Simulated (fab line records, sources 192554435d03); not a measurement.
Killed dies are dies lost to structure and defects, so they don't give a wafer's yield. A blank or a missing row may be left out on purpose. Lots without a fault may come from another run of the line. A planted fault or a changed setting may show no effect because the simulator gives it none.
fab line records | flow n5_finfet
record lots=7 wafers=39
route steps=1938 shown BEOL_M11@1536 BEOL_M15@1808 PASSIVATION@1915
start_h: hours from the record's first day to the start of the lot's first wafer shown | wait_h: hours since the lot's step before | " the same as in the row above | L1.1+2: a row that stands for several wafers | - no value, or no start given | * or withheld: withheld | < > ~ a bound
route shown NAME@n: a module of which the file shows steps, and the number in the route of the first | usual: mean/standard deviation of fault-free wafers | same: alike in all rows | chamber/n: place in a boat | sites: the reading at each site | _std_site: their standard deviation | _edge_site: outer sites' mean less inner sites' | radius_mm: how far each site lies from the wafer's centre | mask NAME#n: copy n | behind: the tool/chamber that last shaped the wafer | hold: why the lot was held/for how many hours/how that ended | device: the transistor (n, p or np) that didn't switch | end of line: the same wafers' tests at the end of the route | a step without rows: its recipe alone | killed: dies lost to structure and defects at the first sort, not the wafer's yield | map: a wafer's dies, x killed, . not, _ none there
set.NAME: the setting as run; set.NAME@STEP: as run at that earlier step | model.NAME: the simulator's own value behind a step, which no gauge read
lots whose settings were changed on purpose; a table a step, a row a wafer
## steps
# step N5_BEOL_M11_ILD_DEP_00
# recipe material=SiCOH_lowk target_thk_a=3085.1 temp_c=300 precursor=DEMS/porogen pressure_torr=5 rf_w=500 time_s=58
# columns lot.wafer tool chamber start_h wait_h set.target_thk_a model.SiCOH_lowk_of_BEOL_M11_ILD_DEP_00.thk_nm
L074.1 pecvd-02 1 224.40 0.0 3085.1 303
L074.2 " 0 " " 4679 465.6
L074.3 " 1 " " 4679 467.6
L074.4 " 0 " " 4679 473.2
L074.5 " 0 " " 3085.1 310
L074.6 " 1 " " 3085.1 309.6
L076.1 pecvd-01 1 238.29 0.0 3085.1 306.8
L076.2 " 2 " " 3085.1 311.4
L076.3 " 0 " " 4161 415.6
L076.4 " 0 " " 4161 419.2
L076.5 " 1 " " 3085.1 312
L076.6 " 2 " " 4161 426.6
L080.1 pecvd-01 0 247.77 0.0 3085.1 318.2
L080.2 " 2 " " 3085.1 314.6
L080.3 " 1 " " 3085.1 313.6
L080.4 " 2 " " 3085.1 325.6
L080.5 " 0 " " 3085.1 323.2
L080.6 " 1 " " 3085.1 318.6
L087.1 pecvd-03 2 298.87 0.0 1796 170.2
L087.2 " 0 " " 1796 179.8
L087.3 " 1 " " 3085.1 310
L087.4 " 2 " " 3085.1 314
L087.5 " 0 " " 3085.1 316.6
L087.6 " 1 " " 1796 182.2
L092.1 pecvd-01 0 332.47 0.0 4459 447
L092.2 " 1 " " 3085.1 307
L092.3 " 2 " " 3085.1 314
L092.4 " 1 " " 4459 451.2
L092.5 " 0 " " 4459 454.8
L092.6 " 2 " " 3085.1 321.6
L096.2 pecvd-03 2 348.46 0.0 3085.1 309.8
L096.4 " 1 " " 3085.1 316.4
L096.5 " 2 " " 3085.1 312.6
L097.1 pecvd-03 1 363.11 0.0 3085.1 309.6
L097.2 " 2 " " 3085.1 302.4
L097.3 " 0 " " 3085.1 303.8
L097.4 " 2 " " 4216 426.2
L097.5 " 1 " " 4216 431.4
L097.6 " 0 " " 4216 423.2
# step N5_BEOL_M11_CURE_71
# recipe temp_c=385 time_s=240 ambient=He/Ar material=SiCOH_lowk
# columns lot.wafer tool chamber start_h wait_h set.target_thk_a@BEOL_M11_ILD_DEP_00 model.SiCOH_lowk_of_BEOL_M11_ILD_DEP_00.thk_nm
L074.1 uv_cure-01 0 224.51 0.1 3085.1 263.2
L074.2 " 0 " " 4679 408
L074.3 " 0 " " 4679 409.8
L074.4 " 0 " " 4679 414.8
L074.5 " 0 " " 3085.1 269.4
L074.6 " 0 " " 3085.1 269
L076.1 uv_cure-01 0 238.37 0.0 3085.1 266.4
L076.2 " 0 " " 3085.1 270.6
L076.3 " 0 " " 4161 363.2
L076.4 " 0 " " 4161 366.4
L076.5 " 0 " " 3085.1 271
L076.6 " 0 " " 4161 373
L080.1 uv_cure-01 1 247.85 0.0 3085.1 276.6
L080.2 " 1 " " 3085.1 273.4
L080.3 " 1 " " 3085.1 272.6
L080.4 " 1 " " 3085.1 283.2
L080.5 " 1 " " 3085.1 281
L080.6 " 1 " " 3085.1 276.8
L087.1 uv_cure-01 0 298.95 0.0 1796 146.8
L087.2 " 0 " " 1796 155.2
L087.3 " 0 " " 3085.1 269.2
L087.4 " 0 " " 3085.1 273
L087.5 " 0 " " 3085.1 275.2
L087.6 " 0 " " 1796 157.2
L092.1 uv_cure-02 2 332.55 0.0 4459 391.4
L092.2 " 2 " " 3085.1 266.6
L092.3 " 2 " " 3085.1 273
L092.4 " 2 " " 4459 395.2
L092.5 " 2 " " 4459 398.2
L092.6 " 2 " " 3085.1 279.6
L096.2 uv_cure-03 1 348.65 0.2 3085.1 269
L096.4 " 1 " " 3085.1 275
L096.5 " 1 " " 3085.1 271.6
L097.1 uv_cure-03 0 363.19 0.0 3085.1 269
L097.2 " 0 " " 3085.1 262.6
L097.3 " 0 " " 3085.1 263.8
L097.4 " 0 " " 4216 372.6
L097.5 " 0 " " 4216 377.2
L097.6 " 0 " " 4216 370
# step N5_BEOL_M11_THK_MEAS_01
# recipe reads=SiCOH_lowk_of_BEOL_M11_ILD_DEP_00
# usual M11_ILD_THK=270/4.5
# columns lot.wafer tool chamber start_h wait_h set.target_thk_a@BEOL_M11_ILD_DEP_00 M11_ILD_THK[nm]
L074.1 film_metro-02 - 225.02 0.4 3085.1 263
L074.2 " - " " 4679 408
L074.3 " - " " 4679 410
L074.4 " - " " 4679 415
L074.5 " - " " 3085.1 269
L074.6 " - " " 3085.1 269
L076.1 film_metro-02 - 238.88 0.4 3085.1 267
L076.2 " - " " 3085.1 271
L076.3 " - " " 4161 363
L076.4 " - " " 4161 367
L076.5 " - " " 3085.1 271
L076.6 " - " " 4161 373
L080.1 film_metro-01 - 248.36 0.4 3085.1 277
L080.2 " - " " 3085.1 273
L080.3 " - " " 3085.1 273
L080.4 " - " " 3085.1 283
L080.5 " - " " 3085.1 281
L080.6 " - " " 3085.1 277
L087.1 film_metro-02 - 299.46 0.4 1796 147
L087.2 " - " " 1796 155
L087.3 " - " " 3085.1 269
L087.4 " - " " 3085.1 273
L087.5 " - " " 3085.1 275
L087.6 " - " " 1796 157
L092.1 film_metro-01 - 333.06 0.4 4459 392
L092.2 " - " " 3085.1 266
L092.3 " - " " 3085.1 273
L092.4 " - " " 4459 395
L092.5 " - " " 4459 398
L092.6 " - " " 3085.1 280
L096.2 film_metro-02 - 349.08 0.4 3085.1 269
L096.4 " - " " 3085.1 275
L096.5 " - " " 3085.1 272
L097.1 film_metro-01 - 363.70 0.4 3085.1 269
L097.2 " - " " 3085.1 262
L097.3 " - " " 3085.1 264
L097.4 " - " " 4216 373
L097.5 " - " " 4216 377
L097.6 " - " " 4216 370
# step N5_BEOL_M15_ETCH_61
# recipe chemistry=N2/H2 target=BARC target_depth_a=890 overetch_a=267 time_s=67.9 ion_energy_ev=200 pressure_mtorr=30 source_w=840 bias_w=150 n2_flow_sccm=200 h2_flow_sccm=200
# columns lot.wafer tool chamber start_h wait_h set.time_s model.coat_of_BEOL_M15_COAT_22.thk_nm
L074.1 rie_diel-06 2 255.23 0.0 67.9 721.2
L074.2 " 0 " " 67.9 720.4
L074.3 " 3 " " 67.9 719.4
L074.4 " 1 " " 67.9 713.8
L074.5 " 1 " " 67.9 714.6
L074.6 " 2 " " 67.9 720.6
L076.1 rie_diel-02 3 263.69 0.0 56.73 732
L076.2 " 0 " " 56.73 729
L076.3 " 2 " " 56.73 732.2
L076.4 " 1 " " 67.9 720.6
L076.5 " 3 " " 67.9 724.6
L076.6 " 0 " " 67.9 723.2
L080.1 rie_diel-06 0 275.38 0.0 56.34 727.6
L080.2 " 1 " " 67.9 712
L080.3 " 3 " " 67.9 714.2
L080.4 " 3 " " 67.9 716.4
L080.5 " 1 " " 56.34 725.6
L080.6 " 0 " " 56.34 727.8
L087.1 rie_diel-06 0 327.01 0.0 67.9 716.6
L087.2 " 3 " " 87.88 699.8
L087.3 " 2 " " 87.88 700.4
L087.4 " 3 " " 67.9 716.8
L087.5 " 2 " " 67.9 721
L087.6 " 0 " " 87.88 698.2
L092.1 rie_diel-03 3 359.40 0.0 67.9 717.4
L092.2 " 0 " " 67.9 716.8
L092.3+4 " 2,0 " " 33.24 750.2
L092.5 " 2 " " 33.24 751.4
L092.6 " 3 " " 67.9 715
L096.2 rie_diel-06 0 377.62 0.0 67.9 715.8
L096.4 " 1 " " 67.9 716.6
L096.5 " 1 " " 67.9 716.2
L097.1 rie_diel-06 2 391.82 0.0 56.54 732.8
L097.2 " 0 " " 67.9 710.4
L097.3 " 3 " " 67.9 718
L097.4 " 1 " " 67.9 714
L097.5 " 2 " " 56.54 727.6
L097.6 " 3 " " 56.54 726.2
# step N5_BEOL_M15_TRENCH_ETCH_34
# recipe chemistry=C4F8/O2/Ar target=SiO2 target_depth_a=8729.3 he_inner_torr=15 he_outer_torr=30 time_s=199 ion_energy_ev=800 pressure_mtorr=20 source_w=1905 bias_w=2040 Ar_flow_sccm=400 C4F8_flow_sccm=16 O2_flow_sccm=12
# columns lot.wafer tool chamber start_h wait_h set.time_s@BEOL_M15_ETCH_61 model.coat_of_BEOL_M15_COAT_22.thk_nm
L074.1 rie_diel-06 2 255.29 0.0 67.9 550.6
L074.2 " 0 " " 67.9 551.2
L074.3 " 3 " " 67.9 539.4
L074.4+5 " 1 " " 67.9 537.8
L074.6 " 2 " " 67.9 548.6
L076.1 rie_diel-02 3 263.75 0.0 56.73 561.2
L076.2 " 0 " " 56.73 560.6
L076.3 " 2 " " 56.73 564.2
L076.4+5 " 1,3 " " 67.9 553
L076.6 " 0 " " 67.9 555.6
L080.1 rie_diel-06 0 275.43 0.0 56.34 558.2
L080.2 " 1 " " 67.9 533
L080.3 " 3 " " 67.9 534.8
L080.4 " 3 " " 67.9 537
L080.5 " 1 " " 56.34 545.6
L080.6 " 0 " " 56.34 558.4
L087.1 rie_diel-06 0 327.07 0.0 67.9 538.2
L087.2 " 3 " " 87.88 522.2
L087.3 " 2 " " 87.88 527.2
L087.4 " 3 " " 67.9 538.4
L087.5 " 2 " " 67.9 545.8
L087.6 " 0 " " 87.88 519.8
L092.1 rie_diel-03 3 359.45 0.0 67.9 544.4
L092.2 " 0 " " 67.9 544.6
L092.3 " 2 " " 33.24 579.2
L092.4 " 0 " " 33.24 577.4
L092.5 " 2 " " 33.24 577.6
L092.6 " 3 " " 67.9 543
L096.2 rie_diel-06 0 377.67 0.0 67.9 540.8
L096.4 " 1 " " 67.9 539.6
L096.5 " 1 " " 67.9 538.4
L097.1 rie_diel-06 2 391.87 0.0 56.54 562
L097.2 " 0 " " 67.9 535.4
L097.3 " 3 " " 67.9 540.8
L097.4 " 1 " " 67.9 537.6
L097.5 " 2 " " 56.54 555.8
L097.6 " 3 " " 56.54 548
# step N5_PASSIVATION_PECVD_53
# recipe material=SiO2 target_thk_a=8000 temp_c=400 precursor=TEOS/O2 pressure_torr=6.5 rf_w=withheld teos_flow_sccm=withheld gas=O2 flow_sccm=2650 time_s=169.4
# columns lot.wafer tool chamber start_h wait_h set.time_s model.SiO2_of_PASSIVATION_PECVD_53.thk_nm
L074.1 pecvd-01 0 271.89 0.0 169.4 798
L074.2 " 1 " " 82.9 397.6
L074.3 " 2 " " 82.9 391
L074.4 " 0 " " 169.4 805
L074.5 " 1 " " 169.4 815.2
L074.6 " 2 " " 82.9 400.8
L076.1 pecvd-02 2 277.73 0.0 84.94 394.2
L076.2 " 1 " " 169.4 768.4
L076.3 " 0 " " 84.94 398.8
L076.4 " 2 " " 169.4 796.2
L076.5 " 0 " " 169.4 806.4
L076.6 " 1 " " 84.94 388
L080.1 pecvd-03 2 288.68 0.0 169.4 796.4
L080.2 " 1 " " 169.4 798.8
L080.3 " 0 " " 169.4 788.6
L080.4 " 2 " " 169.4 803.4
L080.5 " 1 " " 169.4 805.4
L080.6 " 0 " " 169.4 801.8
L087.1 pecvd-03 1 342.26 0.0 250.8 1187
L087.2 " 2 " " 169.4 790.4
L087.3 " 2 " " 250.8 1178
L087.4 " 1 " " 169.4 808
L087.5 " 2 " " 169.4 794.6
L087.6 " 1 " " 250.8 1198
L092.1 pecvd-02 2 374.73 0.0 169.4 796.8
L092.2 " 0 " " 169.4 799.8
L092.3 " 1 " " 169.4 776
L092.4 " 2 " " 169.4 803
L092.5 " 1 " " 169.4 781.8
L092.6 " 0 " " 169.4 810.8
L096.2 pecvd-02 0 389.84 0.0 169.4 805.4
L096.4 " 2 " " 169.4 791.2
L096.5 " 1 " " 169.4 790.8
L097.1 pecvd-03 0 410.83 0.0 169.4 794.4
L097.2+5 " 1,2 " " 241.9 1144
L097.3 " 2 " " 169.4 789.8
L097.4 " 0 " " 169.4 811
L097.6 " 1 " " 241.9 1159
## key
split step=N5_BEOL_M11_ILD_DEP_00 setting=target_thk_a stated=3085.1 by=wafer
response step=N5_BEOL_M11_ILD_DEP_00 reading=model.SiCOH_lowk_of_BEOL_M11_ILD_DEP_00.thk_nm change=+3.17 per=1% r=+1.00
response step=N5_BEOL_M11_CURE_71 reading=model.SiCOH_lowk_of_BEOL_M11_ILD_DEP_00.thk_nm change=+2.82 per=1% r=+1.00
response step=N5_BEOL_M11_THK_MEAS_01 reading=M11_ILD_THK change=+2.82 per=1% r=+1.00
split step=N5_BEOL_M15_ETCH_61 setting=time_s stated=67.9 by=wafer
response step=N5_BEOL_M15_ETCH_61 reading=model.coat_of_BEOL_M15_COAT_22.thk_nm change=-0.671 per=1% r=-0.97
response step=N5_BEOL_M15_TRENCH_ETCH_34 reading=model.coat_of_BEOL_M15_COAT_22.thk_nm change=-0.698 per=1% r=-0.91
split step=N5_PASSIVATION_PECVD_53 setting=time_s stated=169.4 by=wafer
response step=N5_PASSIVATION_PECVD_53 reading=model.SiO2_of_PASSIVATION_PECVD_53.thk_nm change=+8.06 per=1% r=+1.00
